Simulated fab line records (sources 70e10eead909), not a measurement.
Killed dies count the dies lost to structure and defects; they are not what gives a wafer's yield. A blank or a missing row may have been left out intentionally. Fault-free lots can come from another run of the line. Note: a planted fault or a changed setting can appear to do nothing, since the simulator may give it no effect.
Matching of chambers | flow nand-harc | 3 sister chambers for NHARC_P_M2_PRE_CLEAN_32 on pecvd-02
The step time 12 s. 24 wafers are shown with their chamber, then 12 later ones without.

WAFERS, EACH WITH ITS CHAMBER
wafer  | chamber | heater-power-w (W)
L074.2 | 0       | 664
L074.4 | 0       | 646
L074.6 | 2       | 675
L076.1 | 0       | 646
L076.4 | 0       | 667
L076.6 | 2       | 629
L078.3 | 0       | 715
L078.5 | 0       | 753
L078.6 | 1       | 594
L085.1 | 2       | 637
L085.2 | 1       | 613
L085.3 | 0       | 691
L086.1 | 2       | 676
L086.2 | 0       | 603
L086.6 | 1       | 673
L089.1 | 1       | 633
L089.4 | 2       | 649
L089.5 | 1       | 628
L092.3 | 0       | 703
L092.5 | 1       | 561
L092.6 | 2       | 592
L091.2 | 2       | 648
L091.3 | 1       | 630
L091.5 | 1       | 636

SIGNATURES (means of the wafers above)
reading        | chamber 0 | chamber 1 | chamber 2 | scatter within a chamber
heater-power-w | 676.44    | 621.00    | 643.71    | 36.7
Rule: a wafer's distance from a chamber is the root of the sum, over the readings, of the square of ((its reading less the chamber's mean) divided by the reading's scatter). If the next closest chamber is less than 2 further off than the closest, the wafer can't be placed; otherwise it belongs to the closest. The scatter: take each reading less its chamber's mean, square it, sum over the shown wafers, divide by the number of wafers less the number of chambers, and take the root.

WAFERS WHOSE CHAMBER IS MISSING
wafer  | heater-power-w (W)
L093.2 | 681
L093.4 | 668
L093.5 | 575
L094.2 | 629
L094.3 | 635
L094.5 | 644
L095.1 | 689
L095.3 | 608
L095.5 | 632
L096.3 | 617
L096.5 | 671
L096.6 | 580

WHICH CHAMBER EACH WENT THROUGH
wafer  | from the rows above          | in truth
L093.2 | can't be placed: 0 or 2 or 1 | 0
L093.4 | can't be placed: 0 or 2 or 1 | 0
L093.5 | can't be placed: 1 or 2 or 0 | 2
L094.2 | can't be placed: 1 or 2 or 0 | 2
L094.3 | can't be placed: 2 or 1 or 0 | 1
L094.5 | can't be placed: 2 or 1 or 0 | 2
L095.1 | can't be placed: 0 or 2 or 1 | 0
L095.3 | can't be placed: 1 or 2 or 0 | 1
L095.5 | can't be placed: 1 or 2 or 0 | 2
L096.3 | can't be placed: 1 or 2 or 0 | 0
L096.5 | can't be placed: 0 or 2 or 1 | 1
L096.6 | can't be placed: 1 or 2 or 0 | 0
Correctly placed: 0 of 12. Cannot be placed on the basis of these rows: 12; the candidates contain the true chamber in 12. Placed wrongly: 0.
